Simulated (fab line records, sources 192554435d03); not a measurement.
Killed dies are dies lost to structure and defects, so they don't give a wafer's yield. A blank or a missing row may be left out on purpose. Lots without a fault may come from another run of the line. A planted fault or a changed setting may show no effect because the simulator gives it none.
Which tool did it? | flow n5_finfet | 10 lots, 30 wafers sampled, at 5 steps of a route of 1938

WHAT THE GAUGES READ, wafer by wafer
N5_BEOL_M1_CD_MEAS_35: target cd 18 nm, target cd y 21 nm. Usual: cd_nm 17.9 nm, standard deviation 0.43.
lot  | measured     | on        | cd_nm (nm)     | flag
L996 | day 9 04:59  | cd_sem-01 | 17.8 17.7 17.1 |
L100 | day 9 09:01  | cd_sem-01 | 18.8 18.5 19.1 |
L997 | day 9 09:08  | cd_sem-02 | 18.2 18.1 17.5 |
L102 | day 9 12:24  | cd_sem-01 | 18.5 18.2 18.1 |
L999 | day 9 14:02  | cd_sem-03 | 17.3 17.4 17.1 |
L103 | day 10 09:29 | cd_sem-03 | 17.8 18.1 17.3 |
L104 | day 10 12:48 | cd_sem-01 | 17.1 17.3 17.6 |
L106 | day 10 20:09 | cd_sem-01 | 17.8 17.9 17.8 |
L108 | day 11 10:44 | cd_sem-01 | 18.1 17.8 17.9 |
L113 | day 12 07:15 | cd_sem-01 | 18.3 18.2 18.6 |

N5_BEOL_M4_RC_MEAS_101. Usual: DIBL_N 36.1 mV/V, standard deviation 2.3; DIBL_P 36 mV/V, standard deviation 3.2; IOFF_N 0.16 nA/um, standard deviation 0.045; IOFF_P 0.21 nA/um, standard deviation 0.049; ION_N 674 uA/um, standard deviation 14; ION_P 462 uA/um, standard deviation 8.4; SS_N 71.6 mV/dec, standard deviation 0.83; SS_P 73.2 mV/dec, standard deviation 0.87; VT_N 249 mV, standard deviation 3.8; VT_P -250 mV, standard deviation 3.4.
lot  | measured     | on        | DIBL_N (mV/V)  | DIBL_P (mV/V) | IOFF_N (nA/um) | IOFF_P (nA/um) | ION_N (uA/um) | ION_P (uA/um) | SS_N (mV/dec)  | SS_P (mV/dec)  | VT_N (mV)   | VT_P (mV)      | flag
L996 | day 12 13:42 | prober-02 | 35.9 31.9 35.3 | 36 31 34      | 0.16 0.10 0.16 | 0.18 0.13 0.17 | 671 663 670   | 449 451 453   | 71.5 69.7 70.8 | 74.0 72.0 72.7 | 248 252 246 | -250 -256 -255 |
L100 | day 13 15:51 | prober-01 | 33.8 34.2 34.2 | 34 34 34      | 0.16 0.14 0.15 | 0.22 0.21 0.21 | 667 662 684   | 462 460 474   | 71.5 71.5 71.1 | 73.0 72.4 73.1 | 248 250 248 | -248 -249 -249 |
L997 | day 13 23:03 | prober-02 | 37.8 42.2 36.9 | 38 44 37      | 0.18 0.31 0.17 | 0.23 0.34 0.22 | 684 692 694   | 470 471 468   | 72.6 73.7 71.5 | 73.9 76.2 73.5 | 251 243 246 | -250 -247 -250 |
L102 | day 13 09:17 | prober-02 | 34.9 35.4 34.2 | 35 33 33      | 0.13 0.13 0.11 | 0.20 0.17 0.15 | 682 662 648   | 472 458 444   | 71.0 71.3 70.2 | 73.2 72.0 72.0 | 253 251 257 | -250 -255 -256 |
L999 | day 14 01:37 | prober-01 | 31.5 30.9 30.0 | 30 30 29      | 0.09 0.09 0.09 | 0.14 0.14 0.13 | 645 657 653   | 446 456 455   | 70.8 69.4 69.6 | 72.5 71.8 71.3 | 257 254 256 | -254 -252 -255 |
L103 | day 15 08:49 | prober-02 | 37.5 32.3 33.1 | 37 30 31      | 0.18 0.11 0.11 | 0.23 0.14 0.15 | 666 656 658   | 457 448 453   | 72.6 70.9 71.1 | 73.9 71.3 72.1 | 248 255 252 | -250 -256 -254 |
L104 | day 15 11:49 | prober-02 | 36.9 38.7 39.8 | 34 37 37      | 0.16 0.19 0.22 | 0.20 0.24 0.24 | 689 693 688   | 470 472 465   | 70.9 71.8 71.8 | 72.9 74.2 73.6 | 249 243 243 | -247 -245 -247 |
L106 | day 14 17:44 | prober-01 | 31.4 37.2 36.4 | 30 36 35      | 0.09 0.19 0.16 | 0.13 0.20 0.19 | 645 672 668   | 446 462 458   | 69.8 71.5 71.4 | 72.4 73.5 73.7 | 255 247 250 | -258 -249 -254 |
L108 | day 15 19:40 | prober-02 | 36.0 34.3 38.8 | 35 33 39      | 0.16 0.15 0.24 | 0.22 0.20 0.29 | 669 670 688   | 460 459 464   | 71.3 71.2 72.0 | 72.8 72.3 73.4 | 248 248 243 | -247 -248 -247 |
L113 | day 17 10:15 | prober-01 | 37.5 40.1 37.4 | 39 42 38      | 0.20 0.24 0.19 | 0.25 0.29 0.24 | 683 679 681   | 463 461 466   | 72.7 72.7 72.0 | 73.3 74.2 73.7 | 246 246 247 | -248 -248 -247 |

WHICH TOOL RAN EACH LOT (tool, then ch and the chambers of the sampled wafers, then the start)
lot  | N5_BEOL_M1_STRIP_36                | N5_BEOL_M1_DEGAS_44          | N5_BEOL_M1_CVD_47
L996 | rie_diel-06 ch 1,2,3, day 9 04:38  | pvd_sputter-02, day 9 05:56  | cvd_co-02 ch 0,2, day 9 06:21
L100 | rie_diel-05 ch 1,3, day 9 08:39    | pvd_sputter-01, day 9 09:19  | cvd_co-01 ch 0,1,2, day 9 09:48
L997 | rie_diel-06 ch 0,1,2, day 9 08:41  | pvd_sputter-02, day 9 09:20  | cvd_co-02 ch 1,2, day 9 09:56
L102 | rie_diel-05 ch 1,2,3, day 9 12:02  | pvd_sputter-01, day 9 12:41  | cvd_co-02 ch 0,1,2, day 9 13:14
L999 | rie_diel-02 ch 1,2,3, day 9 13:41  | pvd_sputter-03, day 9 14:54  | cvd_co-01 ch 0,1, day 9 15:35
L103 | rie_diel-02 ch 1,2,3, day 10 09:02 | pvd_sputter-01, day 10 09:53 | cvd_co-02 ch 0,1, day 10 12:17
L104 | rie_diel-05 ch 0,2,3, day 10 12:27 | pvd_sputter-02, day 10 12:50 | cvd_co-01 ch 0,1,2, day 10 13:20
L106 | rie_diel-02 ch 0,3, day 10 19:47   | pvd_sputter-02, day 10 20:17 | cvd_co-01 ch 1,2, day 10 22:35
L108 | rie_diel-02 ch 1,3, day 11 10:23   | pvd_sputter-01, day 11 10:46 | cvd_co-02 ch 0,1,2, day 11 11:28
L113 | rie_diel-05 ch 0,1, day 12 06:54   | pvd_sputter-02, day 12 07:53 | cvd_co-01 ch 0,1,2, day 12 08:37
- N5_BEOL_M1_STRIP_36: strips in N2/H2.
- N5_BEOL_M1_DEGAS_44: time 60 s.
- N5_BEOL_M1_CVD_47: deposits Co from CCTBA/H2, target thk 3 nm, time 223.8 s.

WHAT THE TOOLS THEMSELVES READ (means of the sampled wafers that have a number; where no wafer has one, the mark that the record gives instead)
N5_BEOL_M1_STRIP_36. Usual: drypump_motor_current_A 5.6 A, standard deviation 0.43; oes_product_au 0.76 a.u., standard deviation 0.064; power_w 450.2 W, standard deviation 1.2; rf_vpp_V 59.3 V, standard deviation 1.2; showerhead_plenum_p_Torr 2.54 Torr, standard deviation 0.1; throttle_valve_pct 23.8 %, standard deviation 0.38.
lot  | tool        | drypump_motor_current_A (A) | oes_product_au (a.u.) | power_w (W) | rf_vpp_V (V) | showerhead_plenum_p_Torr (Torr) | throttle_valve_pct (%) | flag
L996 | rie_diel-06 | 5.7                         | 0.82                  | 448.7       | 59.4         | 2.58                            | 23.4                   |
L100 | rie_diel-05 | 5.7                         | 0.71                  | 449.4       | 59.3         | 2.50                            | 23.6                   |
L997 | rie_diel-06 | 5.6                         | 0.76                  | 450.8       | 60.2         | 2.57                            | 23.6                   |
L102 | rie_diel-05 | 5.8                         | 0.73                  | 450.6       | 59.2         | 2.58                            | 23.8                   |
L999 | rie_diel-02 | 5.7                         | 0.80                  | 451.4       | 59.3         | 2.59                            | 23.9                   |
L103 | rie_diel-02 | 5.7                         | 0.79                  | 449.8       | 59.0         | 2.59                            | 23.8                   |
L104 | rie_diel-05 | 5.6                         | 0.74                  | 450.0       | 59.3         | 2.51                            | 23.8                   |
L106 | rie_diel-02 | 5.1                         | 0.74                  | 450.9       | 59.7         | 2.41                            | 24.3                   |
L108 | rie_diel-02 | 6.2                         | 0.81                  | 450.9       | 59.1         | 2.60                            | 23.8                   |
L113 | rie_diel-05 | 5.2                         | 0.70                  | 450.5       | 59.6         | 2.48                            | 23.8                   |

N5_BEOL_M1_DEGAS_44. Usual: heater_power_w 315 W, standard deviation 30.
lot  | tool           | heater_power_w (W) | flag
L996 | pvd_sputter-02 | 303                |
L100 | pvd_sputter-01 | 322                |
L997 | pvd_sputter-02 | 296                |
L102 | pvd_sputter-01 | 325                |
L999 | pvd_sputter-03 | 303                |
L103 | pvd_sputter-01 | 336                |
L104 | pvd_sputter-02 | 290                |
L106 | pvd_sputter-02 | 284                |
L108 | pvd_sputter-01 | 339                |
L113 | pvd_sputter-02 | 313                |

N5_BEOL_M1_CVD_47. Usual: run_length_s 246.6 s, standard deviation 0.56.
lot  | tool      | run_length_s (s) | flag
L996 | cvd_co-02 | 246.3            |
L100 | cvd_co-01 | 246.8            |
L997 | cvd_co-02 | 246.8            |
L102 | cvd_co-02 | 246.4            |
L999 | cvd_co-01 | 246.4            |
L103 | cvd_co-02 | 149.2            | OFF
L104 | cvd_co-01 | 247.0            |
L106 | cvd_co-01 | 246.5            |
L108 | cvd_co-02 | 149.2            | OFF
L113 | cvd_co-01 | 246.7            |

THE ANSWER, worked out from the rows above alone
Rule: a lot is off if the mean of its wafers that have a number lies more than 3 standard deviations from the usual mean. A lot without any number at a reading at which 4 lots or more have one is off too. The other lots that the step has rows for count as sound. The gauges are gone through in route order, then the tools' own readings, and for those a lot's mean is taken as printed above. The first step at which some lot is off is used, and at that step the reading that is off furthest; a lot without a number counts as furthest.
Off: L103, L108, at N5_BEOL_M1_CVD_47 (run_length_s).
A tool fits if, at that step or a process step before it, it ran every lot that is off, and no sound lot after the first of them. Can't be told from this: 2 tools fit, pvd_sputter-01 at N5_BEOL_M1_DEGAS_44, cvd_co-02 at N5_BEOL_M1_CVD_47.

WHAT THE SIMULATOR HAD PUT IN
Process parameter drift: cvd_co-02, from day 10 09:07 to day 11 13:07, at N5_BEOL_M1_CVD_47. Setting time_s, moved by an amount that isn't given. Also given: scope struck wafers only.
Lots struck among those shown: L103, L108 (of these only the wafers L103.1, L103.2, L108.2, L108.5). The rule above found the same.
